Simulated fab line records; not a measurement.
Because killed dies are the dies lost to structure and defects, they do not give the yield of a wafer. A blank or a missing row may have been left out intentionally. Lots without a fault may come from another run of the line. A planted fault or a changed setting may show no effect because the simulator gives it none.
8D (eight disciplines) problem report, filled in by code || flow n5-finfet || the parts of the form that need people (team, actions taken, sign-off) are left out

1. WHAT WENT WRONG
A mean of 64.38 is read at N5_FIN_SAQP_EXPOSE_13 for exposure-dose-mJ-cm2, taken on 1 wafer of 1 lot, against 63.35 (standard deviation 0.25) on wafers free of any fault. That is +4.1 standard deviations from the usual mean.
The step: exposes mask FIN CORE, target cd 35.6 nm.
Seen first at day 3 21:38 on arfi-scanner-01, wafer L721.2. The record has a number at this step for 13 wafers belonging to 5 lots. Rule for "out" (also "out of limits"): further than 4 standard deviations from the usual mean. All remaining wafers that have a number are taken as sound.

2. WHAT IT IS AND WHAT IT IS NOT
{"question": "which readings at this step", "is": "exposure-dose-mJ-cm2", "is not": "reticle-temp-C"}
{"question": "which lots", "is": "L721", "is not": "L714, L715, L727, L735"}
{"question": "which wafers of those lots", "is": "all that have a number", "is not": "-"}
{"question": "read on which tools", "is": "arfi-scanner-01", "is not": "arfi-scanner-02, arfi-scanner-03"}
{"question": "when", "is": "from day 3 21:38", "is not": "up to then (6 sound wafers); but 6 sound wafers of L727, L735 came after"}

3. SUSPECTS, AND WHAT RULES EACH OUT
Counting: a tool stays on the suspect list if, at a process step up to the reading, it processed all lots that are out and no sound lot following the first of them.
- pecvd-04 at N5_FIN_SAQP_HM_DEP_03 (deposits SiNx from SiH4/NH3/N2, target thk 38 nm, time 33.6 s): kept. It ran the lot that is out, L721 (day 3 20:58), and no sound lot after that.
- pecvd-01 at N5_FIN_SAQP_PECVD_47 (deposits a-Si from SiH4/He, target thk 45 nm, time 36.3 s): ruled out as a lasting fault. Following L721 (day 3 21:07), the first lot on it that is out, the sound lots L727 were run on it.
- pecvd-01 at N5_FIN_SAQP_PECVD_48 (deposits SiNx from SiH4/NH3/N2, target thk 25 nm, time 22.1 s): ruled out as a lasting fault. Following L721 (day 3 21:09), the first lot on it that is out, the sound lots L727 were run on it.
- pecvd-01 at N5_FIN_SAQP_PECVD_06 (deposits a-Si from SiH4/He, target thk 60 nm, time 48.1 s): ruled out as a lasting fault. Following L721 (day 3 21:11), the first lot on it that is out, the sound lots L727 were run on it.
- pecvd-02 at N5_FIN_SAQP_HM_DEP_72 (deposits SiO2 from SiH4/N2O, target thk 12 nm, time 7.2 s): ruled out as a lasting fault. Following L721 (day 3 21:19), the first lot on it that is out, the sound lots L735 were run on it.
- arfi-scanner-01 at N5_FIN_SAQP_EXPOSE_13 (exposes mask FIN CORE, target cd 35.6 nm): kept. It ran the lot that is out, L721 (day 3 21:38), and no sound lot after that; its last sound lot up to then is L714 (day 2 03:23). Its own readings are out on those wafers: exposure-dose-mJ-cm2.
After counting, pecvd-04 at N5_FIN_SAQP_HM_DEP_03 and arfi-scanner-01 at N5_FIN_SAQP_EXPOSE_13 remain.

4. THE CAUSE (what the simulator had put in)
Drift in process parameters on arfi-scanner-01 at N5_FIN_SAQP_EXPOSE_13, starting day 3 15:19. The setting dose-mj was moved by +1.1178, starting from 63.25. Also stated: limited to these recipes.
Counting leaves 2 suspects; this tool is one of them.

5. THE EFFECT CHAIN, in route order
One row per reading whose mean, taken over the struck wafers that have a number, lies over 3 standard deviations from the usual. Readings are gone through only where the record gives a usual standard deviation; hours: the median, over the lots, of the time from a lot's start at the first step in this table giving one to that lot's start at this step; sigmas: the change measured in usual standard deviations.
{"hours": 0, "step": "N5_FIN_SAQP_EXPOSE_13", "reading": "exposure-dose-mJ-cm2", "usual": 63.35, "on struck wafers": 64.38, "change": "+1.03", "sigmas": "+4.1"}
It contains these process steps:
- N5_FIN_SAQP_EXPOSE_13: exposes mask FIN CORE, target cd 35.6 nm.
At these later measuring or inspecting steps, every struck wafer for which the step has a row has a number for every such reading, and none has moved that far: N5_BEOL_M4_RC_MEAS_101.

6. WHAT WOULD HAVE CAUGHT IT SOONER
First out-of-limits reading in this record: day 3 21:38, which is 6 hours after fault onset at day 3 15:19.
